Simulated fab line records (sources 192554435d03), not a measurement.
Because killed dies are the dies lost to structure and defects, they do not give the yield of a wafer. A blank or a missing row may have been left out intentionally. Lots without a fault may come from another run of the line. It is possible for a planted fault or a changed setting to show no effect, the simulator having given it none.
Chamber matching -- flow n5-finfet -- rie-si-01 running N5_FIN_SAQP_MANDREL_ETCH_22: 4 sister chambers
The step etches a-Si in HBr/Cl2, stops on SiNx, target depth 60 nm, bt time 10 s, time 30 s. 14 wafers are shown with their chamber, then 6 later ones without.

WAFERS WITH THEIR CHAMBER
wafer,chamber,drypump-motor-current-A (A),throttle-valve-pct (%),oes-product-au (a.u.)
L466.1,3,6.27,35.3,0.784
L466.4,0,5.62,35.6,0.759
L466.6,2,6.14,35.3,0.759
L468.3,1,6.33,35.6,0.750
L468.5,0,5.64,35.6,0.777
L468.6,1,6.30,35.6,0.758
L470.2,3,6.24,35.4,0.767
L470.6,3,6.27,35.3,0.788
L471.1,0,5.63,35.6,0.769
L471.3,1,6.32,35.6,0.761
L472.2,3,6.26,35.3,0.777
L472.4,1,6.31,35.6,0.761
L482.1,2,6.16,35.3,0.747
L482.2,1,6.28,35.6,0.749

SIGNATURES (averages over the wafers above)
reading,chamber 0,chamber 1,chamber 2,chamber 3,scatter within a chamber
drypump-motor-current-A,5.6300,6.3080,6.1500,6.2600,0.0157
throttle-valve-pct,35.600,35.600,35.300,35.325,0.0274
oes-product-au,0.76833,0.75580,0.75300,0.77900,0.00792
Rule: for each reading, subtract the chamber's mean from the wafer's reading, divide by that reading's scatter and square the result; add these up over the readings and take the root, which gives the wafer's distance from the chamber. The wafer belongs to the nearest chamber; if the next one is less than 2 further off, it can't be placed. The scatter is the square root of a quotient: the sum, over the shown wafers, of each reading's squared deviation from its chamber's mean, divided by wafers minus chambers.

WAFERS WHOSE CHAMBER IS MISSING
wafer,drypump-motor-current-A (A),throttle-valve-pct (%),oes-product-au (a.u.)
L482.3,5.63,35.6,0.760
L483.4,5.59,35.6,0.778
L483.6,6.26,35.3,0.780
L486.1,6.30,35.4,0.777
L486.3,5.64,35.6,0.778
L486.6,6.27,35.3,0.776

WHICH CHAMBER EACH ONE RAN IN
wafer,from the rows above,in truth
L482.3,0,0
L483.4,0,0
L483.6,3,3
L486.1,3,3
L486.3,0,0
L486.6,3,3
Correct placement for 6 of the 6. Can't be placed from these rows: 0. 0 placed wrongly.
